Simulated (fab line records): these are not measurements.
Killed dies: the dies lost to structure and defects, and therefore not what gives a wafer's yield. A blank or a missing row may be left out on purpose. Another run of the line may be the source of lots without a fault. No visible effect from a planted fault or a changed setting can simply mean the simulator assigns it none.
Comparing a struck lot with a sound one    flow n5Finfet    37 out of 1938 route steps
Sound: wafers L836.1, L836.4, L836.6. Struck: wafer L849.4. (L849.3, L849.6 of the same lot were not struck and are left out.) The cause comes at the end.
Each step with rows lists, per side, the tool, then ch with its chambers, then its first start. Under that, the readings that differ: sound wafers    struck wafers    difference of the means    sigmas: that difference in standard deviations of wafers without a fault.
alike: readings with means less than 2 such deviations apart, plus words and numbers identical on both sides. not compared: withheld readings, readings lacking a value on some wafer, bounds such as >300 that could conceal the same value, and numbers that have no deviation in the record and whose values overlap.
Wherever a step has rows on one side only, a row that says differs or no value, or a row with sigmas, the two part there. When numbers do not overlap yet have no deviation, they are printed without sigmas and do not part them. Lack of a reading on every wafer of one side parts them only where that side has two or more wafers.

first, 9 steps without rows for these wafers: N5_BEOL_M0_ANNEAL_135 (time 60 s); N5_BEOL_M0_SPUTTER_141 (material Cu, target thk 4 nm, time 7.37 s); N5_BEOL_M0_ECD_118 (material Cu, target thk 300 nm); N5_BEOL_M0_ANNEAL_119 (time 90 s); N5_BEOL_M0_CMP_120 (polishes, stops on SiOC, t overpolish 6.9 s); N5_BEOL_M0_PRE_CLEAN_131 (time 15 s); N5_BEOL_M0_CO_CAP_123 (material Co, precursor CCTBA/H2, target thk 2 nm, time 102.1 s); N5_BEOL_M0_PRE_CLEAN_124 (time 15 s); N5_BEOL_M0_DEP_125 (deposits SiCN from 3MS/NH3, target thk 8 nm, time 14 s).
N5_BEOL_M1_ILD_DEP_00: deposits SiOC from DEMS/O2, target thk 79 nm, time 15.3 s.
  sound on pecvd-02 ch 0,1,2, day 6 00:06; struck on pecvd-02 ch 2, day 9 07:28
reading                                      sound         struck  difference  sigmas
model.SiOC_of_BEOL_M1_ILD_DEP_00.thkNm (nm)  78.8 79 79.6  88.6    +9.5        
  alike: heaterPowerW, showerheadPlenumPTorr, throttleValvePct
N5_BEOL_M1_THK_MEAS_01:
  sound: filmMetro-01 at day 6 00:10; struck: filmMetro-01 at day 9 07:32
reading          sound           struck  difference  sigmas
M1_ILD_THK (nm)  78.8 78.9 79.6  88.7    +9.6        +10
then, 24 steps without rows for these wafers: N5_BEOL_M1_PECVD_72 (deposits SiO2 from TEOS/O2, target thk 16 nm, time 18 s); N5_BEOL_M1_HM_DEP_02 (deposits TiN, target thk 20 nm); N5_BEOL_M1_COAT_61 (time 60 s, resist thk 60 nm); N5_BEOL_M1_COAT_62 (time 60 s, resist thk 12 nm); N5_BEOL_M1_COAT_73 (time 60 s, resist thk 5 nm); N5_BEOL_M1_COAT_05 (resist thk 30 nm); N5_BEOL_M1_EBR_07; N5_BEOL_M1_SOFTBAKE_06 (time 60 s); N5_BEOL_M1_EXPOSE_08 (exposes mask M1); N5_BEOL_M1_PEB_09 (peb time 60 s); N5_BEOL_M1_DEVELOP_10 (develop time 30 s); N5_BEOL_M1_DESCUM_16 (chemistry O2, time 7 s); N5_BEOL_M1_ETCH_74 (etches underlayer in N2/H2, target depth 6.5 nm, time 5.2 s); N5_BEOL_M1_ETCH_63 (etches SiARC in CF4, target depth 15.6 nm, time 26 s); N5_BEOL_M1_ETCH_64 (etches SOC in N2/H2, target depth 75 nm, overetch 15 nm, time 112.5 s); N5_BEOL_M1_STRIP_65 (strips in N2/H2); N5_BEOL_M1_STRIP_75 (strips in N2/H2); N5_BEOL_M1_STRIP_66 (strips in CF4); N5_BEOL_M1_HM_OPEN_17 (chemistry Cl2/BCl3, target TiN, target depth 20 nm, overetch 6 nm); N5_BEOL_M1_STRIP_19 (strips in O2); N5_BEOL_M1_COAT_67 (time 60 s, resist thk 60 nm); N5_BEOL_M1_COAT_68 (time 60 s, resist thk 12 nm); N5_BEOL_M1_COAT_76 (time 60 s, resist thk 5 nm); N5_BEOL_M1_COAT_22 (resist thk 30 nm).
N5_BEOL_M1_CMP_52: polishes, stops on SiOC, t overpolish 6.8 s, target thk 40 nm.
  sound on cmp-02 ch 1,2, day 6 18:27; struck on cmp-01 ch 2, day 10 01:00
reading                                      sound           struck  difference  sigmas
motorCurrentA (A)                            6.6 5.9 6.8     5.5     -0.9        -2
model.Cu_of_BEOL_M1_ECD_50.thkNm (nm)        39.8 40.4 39.4  50.8    +10.9       
model.SiOC_of_BEOL_M1_ILD_DEP_00.thkNm (nm)  77.8 78 78.6    87.6    +9.5        
N5_BEOL_M4_RC_MEAS_101:
  sound on prober-01 ch 0, day 7 21:38; struck on prober-01 ch 0, day 11 14:52
  alike: DIBL_N, DIBL_P, IOFF_N, IOFF_P, ION_N, ION_P, SS_N, SS_P, VT_N, VT_P

## WHERE THEY PART
At N5_BEOL_M1_THK_MEAS_01 first; at N5_BEOL_M1_CMP_52 last (within this record only). Later steps at which nothing parts them and some readings are alike: N5_BEOL_M4_RC_MEAS_101.

WHY: what the simulator had put in
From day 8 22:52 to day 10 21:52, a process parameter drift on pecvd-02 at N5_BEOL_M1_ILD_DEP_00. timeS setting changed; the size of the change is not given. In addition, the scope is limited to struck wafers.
